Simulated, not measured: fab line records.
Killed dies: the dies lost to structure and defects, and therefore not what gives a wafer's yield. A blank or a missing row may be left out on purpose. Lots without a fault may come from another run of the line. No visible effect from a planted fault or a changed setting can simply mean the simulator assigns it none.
Problem report in the 8D (eight disciplines) form, filled by code :: flow nand_harc :: the parts of the form that need people (team, actions taken, sign-off) are left out

1. THE ISSUE
At NHARC_A_ONON_D1_THK_MEAS_21, thk_nm averages 757 nm over 6 wafers from 2 lots, while fault-free wafers read 1000 nm, standard deviation 11. That puts it -22 standard deviations away from the usual mean.
The step: measures by ellipsometry.
The first sign was on wafer L800.1 at day 11 05:37, on film_metro-01. At this step, 36 wafers from 12 lots have a number in the record. Rule for "out" (also "out of limits"): further than 4 standard deviations from the usual mean. The rest of the wafers with a number are treated as sound.

2. WHAT IT IS, WHAT IT ISN'T
question: which readings at this step
is: thk_nm
is not: -

question: which lots
is: L800, L802
is not: L789, L790, L791, L804, L806, L807, L808, L809, L811, L812

question: which wafers of those lots
is: all that have a number
is not: -

question: read on which gauges
is: film_metro-01
is not: film_metro-02

question: when
is: from day 11 05:37
is not: up to then (9 sound wafers); but 21 sound wafers of L804, L806, L807, L808, L809, L811, L812 came after

3. SUSPECTS, AND WHAT RULES EACH OUT
Counting: a tool at a process step up to the reading stays a suspect if it ran every lot that is out and no sound lot after the first of them.
- the gauge at NHARC_A_ONON_D1_THK_MEAS_21 is ruled out. All the wafers that are out were read on film_metro-01, but those of them that NHARC_END_SORT_01 has rows for are out there too, on other tools.
- pecvd_onon-03 at NHARC_A_ONON_D1_DEP_19 (target thk 1000 nm): kept. Every lot that is out went through it, starting with L800 (day 11 05:07), and after that it ran no sound lot; the last sound lot it ran before then is L791 (day 8 11:57).
The count leaves pecvd_onon-03 at NHARC_A_ONON_D1_DEP_19.

4. THE CAUSE (what the simulator had put in)
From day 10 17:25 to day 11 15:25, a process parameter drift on pecvd_onon-03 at NHARC_A_ONON_D1_DEP_19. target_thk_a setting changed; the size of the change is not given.
This tool alone remained once counting was done.

5. THE CHAIN OF EFFECTS, in route order
Rows list readings where the struck wafers' mean (over those with a number) sits beyond 3 standard deviations from the usual. Only readings whose record carries a usual standard deviation are examined. hours: median over the lots of the time between each lot's start at the first step of this table that gives one and its start at this step. sigmas: the change, counted in usual standard deviations.
hours: 0
step: NHARC_A_ONON_D1_THK_MEAS_21
reading: thk_nm
usual: 1000 nm
on struck wafers: 757
change: -243
sigmas: -22

hours: 269
step: NHARC_END_SORT_01
reading: killed_at_array
usual: 27
on struck wafers: 676
change: +648
sigmas: +65

hours: 269
step: NHARC_END_SORT_01
reading: killed_dies
usual: 31
on struck wafers: 677
change: +646
sigmas: +65

6. HOW IT WOULD HAVE BEEN CAUGHT EARLIER
Counted from the fault's start at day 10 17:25, it took 12 hours until the first out-of-limits reading at a measuring or inspecting step in this record, taken at day 11 05:37.
Tool readings at NHARC_A_ONON_D1_DEP_19 with a usual standard deviation given in the record: none out on any struck wafer, hence no alarm at a limit of 4 standard deviations on them.
L802, from the lots that are out (2), started NHARC_A_ONON_D1_DEP_19 on pecvd_onon-03 later than day 11 05:37. A tool hold placed at that time would have kept it from harm.
